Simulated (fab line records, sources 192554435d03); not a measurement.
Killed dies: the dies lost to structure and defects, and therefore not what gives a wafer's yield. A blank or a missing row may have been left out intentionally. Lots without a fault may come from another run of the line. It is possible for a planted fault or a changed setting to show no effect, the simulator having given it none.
Comparing a struck lot with a sound one    flow n5-finfet    41 steps out of a route of 1938
Sound: these wafers, L991.2, L991.5, L991.6. Struck: wafers L994.2, L994.4. (L994.5 of the same lot was not struck and is left out.) The cause comes at the end.
At each step with rows: each side's tool, then ch and its chambers, then its first start. Under that, the readings that differ: sound wafers    struck wafers    difference of the means    sigmas: that difference in standard deviations of wafers without a fault.
alike: a reading whose means differ by less than 2 such deviations, as well as words and numbers matching on both sides. not compared: withheld readings; readings where some wafer has no value; bounds like >300 that might hide an equal value; numbers whose values overlap and for which the record gives no deviation.
A row with sigmas, a row that says differs or no value, or rows on one side alone: a step with any of these is where the two part. Numbers that don't overlap but have no deviation are shown without sigmas and don't part them. A reading missing from all wafers of one side parts the sides only when that side holds two or more wafers.

first, 8 steps without rows for these wafers: N5_BEOL_M2_ANNEAL_51 (time 90 s); N5_BEOL_M2_CMP_52 (polishes, stops on SiOC, t overpolish 6.8 s, target thk 40 nm); N5_BEOL_M2_PRE_CLEAN_60 (time 15 s); N5_BEOL_M2_CO_CAP_55 (material Co, precursor CCTBA/H2, target thk 2 nm, time 102.1 s); N5_BEOL_M2_PRE_CLEAN_56 (time 15 s); N5_BEOL_M2_DEP_57 (deposits SiCN from 3MS/NH3, target thk 8 nm, time 14 s); N5_BEOL_M3_ILD_DEP_00 (deposits SiOC from DEMS/O2, target thk 79 nm, time 15.3 s); N5_BEOL_M3_PECVD_72 (deposits SiO2 from TEOS/O2, target thk 16 nm, time 18 s).
N5_BEOL_M3_HM_DEP_02: deposits TiN, target thk 20 nm.
  struck on pvd-sputter-02, day 11 00:20; sound on pvd-sputter-01, day 10 16:43
reading                                     sound           struck     difference  sigmas
throttle-valve-pct (%)                      32.7 32.9 30.5  30.4 29.2  -2.2        -2
model.TiN_of_BEOL_M3_HM_DEP_02.thk-nm (nm)  20 20 19.8      33 33      +13         
then, 16 steps without rows for these wafers: N5_BEOL_M3_COAT_61 (time 60 s, resist thk 60 nm); N5_BEOL_M3_COAT_62 (time 60 s, resist thk 12 nm); N5_BEOL_M3_COAT_73 (time 60 s, resist thk 5 nm); N5_BEOL_M3_COAT_05 (resist thk 30 nm); N5_BEOL_M3_EBR_07; N5_BEOL_M3_SOFTBAKE_06 (time 60 s); N5_BEOL_M3_EXPOSE_08 (exposes mask M3); N5_BEOL_M3_PEB_09 (peb time 60 s); N5_BEOL_M3_DEVELOP_10 (develop time 30 s); N5_BEOL_M3_DESCUM_16 (chemistry O2, time 7 s); N5_BEOL_M3_ETCH_74 (etches underlayer in N2/H2, target depth 6.5 nm, time 5.2 s); N5_BEOL_M3_ETCH_63 (etches SiARC in CF4, target depth 15.6 nm, time 26 s); N5_BEOL_M3_ETCH_64 (etches SOC in N2/H2, target depth 75 nm, overetch 15 nm, time 112.5 s); N5_BEOL_M3_STRIP_65 (strips in N2/H2); N5_BEOL_M3_STRIP_75 (strips in N2/H2); N5_BEOL_M3_STRIP_66 (strips in CF4).
N5_BEOL_M3_HM_OPEN_17: chemistry Cl2/BCl3, target TiN, target depth 20 nm, overetch 6 nm.
  sound on rie-metal-01 ch 0,1, day 10 17:30; struck on rie-metal-03 ch 1, day 11 01:44
reading                   sound              struck       difference  sigmas
rf-fwd-power-W (W)        992 995 995        987 989      -6          -2
model.etch.depth-nm (nm)  19.94 19.99 19.77  25.98 26.34  +6.26       
  alike: drypump-motor-current-A, oes-product-au, throttle-valve-pct
  not compared: rf-hours-counter-h
then, 8 steps without rows for these wafers: N5_BEOL_M3_STRIP_19 (strips in O2); N5_BEOL_M3_COAT_67 (time 60 s, resist thk 60 nm); N5_BEOL_M3_COAT_68 (time 60 s, resist thk 12 nm); N5_BEOL_M3_COAT_76 (time 60 s, resist thk 5 nm); N5_BEOL_M3_COAT_22 (resist thk 30 nm); N5_BEOL_M3_EBR_24; N5_BEOL_M3_SOFTBAKE_23 (time 60 s); N5_BEOL_M3_EXPOSE_25 (exposes mask V2, defocus 5 nm).
N5_BEOL_M3_ETCHBACK_99: etches SiO2 in CHF3, target depth 5 nm, time 10.4 s.
  sound on rie-diel-01 ch 0,1, day 10 18:56; struck on rie-diel-01 ch 0,2, day 11 05:29
reading                sound           struck     difference  sigmas
oes-product-au (a.u.)  0.95 0.70 0.94  0.34 0.26  -0.56       -7
  alike: drypump-motor-current-A, rf-fwd-power-W, rf-vpp-V, showerhead-plenum-p-Torr, throttle-valve-pct
  not compared: rf-hours-counter-h
N5_BEOL_M3_TRENCH_ETCH_37: etches SiOC in C4F6/O2, target depth 55.555 nm, time 29.2 s.
  sound on rie-diel-01 ch 0,1; struck on rie-diel-01 ch 0,2
reading                                     sound           struck     difference  sigmas
model.TiN_of_BEOL_M3_HM_DEP_02.thk-nm (nm)  17.6 17.8 17.4  30.6 30.8  +13.1       
  alike: drypump-motor-current-A, oes-product-au, rf-fwd-power-W, rf-vpp-V, showerhead-plenum-p-Torr, throttle-valve-pct
  not compared: rf-hours-counter-h
N5_BEOL_M3_ETCH_41: etches SiCN in CH3F/O2, target depth 29.9 nm, time 52.5 s.
  sound on rie-diel-01 ch 0,1; struck on rie-diel-01 ch 0,2
reading                sound           struck     difference  sigmas
oes-product-au (a.u.)  0.93 0.69 0.95  0.35 0.26  -0.55       -6
  alike: CH3F_flow_sccm, drypump-motor-current-A, rf-fwd-power-W, rf-vpp-V, showerhead-plenum-p-Torr, throttle-valve-pct
  not compared: rf-hours-counter-h
N5_BEOL_M3_OCD_MEAS_38:
  struck on ocd-01, day 11 05:53; sound on ocd-02, day 10 19:20
reading               sound           struck  difference                     sigmas
trench-depth-nm (nm)  55.3 53.5 55.4  - -     no value on the struck wafers  
N5_BEOL_M3_CD_MEAS_35: target cd 18 nm, target cd y 21 nm.
  struck on cd-sem-02, day 11 06:02; sound on cd-sem-03, day 10 19:29
reading     sound           struck  difference                     sigmas
cd-nm (nm)  17.6 17.7 17.9  - -     no value on the struck wafers  
N5_BEOL_M4_RC_MEAS_101:
  the record has rows for the sound wafers here (prober-01 ch 0, day 11 16:19) and none for the struck ones
-- a jump in the record: the struck wafers' starts before and after are 5 days apart (it breaks off in module BEOL_M4 and resumes in module PASSIVATION, where the first step shown is number 1936 of the route) --
N5_PASSIVATION_PROBE_49:
  struck on prober-01, day 16 09:01; sound on prober-02, day 16 09:19
reading                   sound           struck     difference  sigmas
defect-limited-yield (%)  90.8 88.6 92.2  0 0        -91         -65
killed_at_M0_to_M3        22 37 31        1105 1119  +1082       +99 or more
killed_at_M4_up           31 27 17        17 9       -12         -2
killed-dies               109 135 92      1180 1180  +1068       +63
killed-on-rim             10 13 11        152 152    +141        +34
sort_bin_5_function (%)   4.7 6.4 4.8     95.6 96.3  +90.6       +99
sort-n-pass               1071 1045 1088  0 0        -1068       -63
sort-yield-pct (%)        90.8 88.6 92.2  0 0        -91         -65
  alike: killed-at-contacts, killed-at-front-end, killed-at-other, killed-open, killed-short, sort_bin_6_memory

WHERE THEY PART
Last at N5_PASSIVATION_PROBE_49 as far as this record goes, first at N5_BEOL_M3_HM_DEP_02.

WHY: whatever the simulator had introduced
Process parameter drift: pvd-sputter-02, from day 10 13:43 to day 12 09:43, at N5_BEOL_M3_HM_DEP_02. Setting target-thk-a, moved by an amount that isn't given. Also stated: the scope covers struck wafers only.
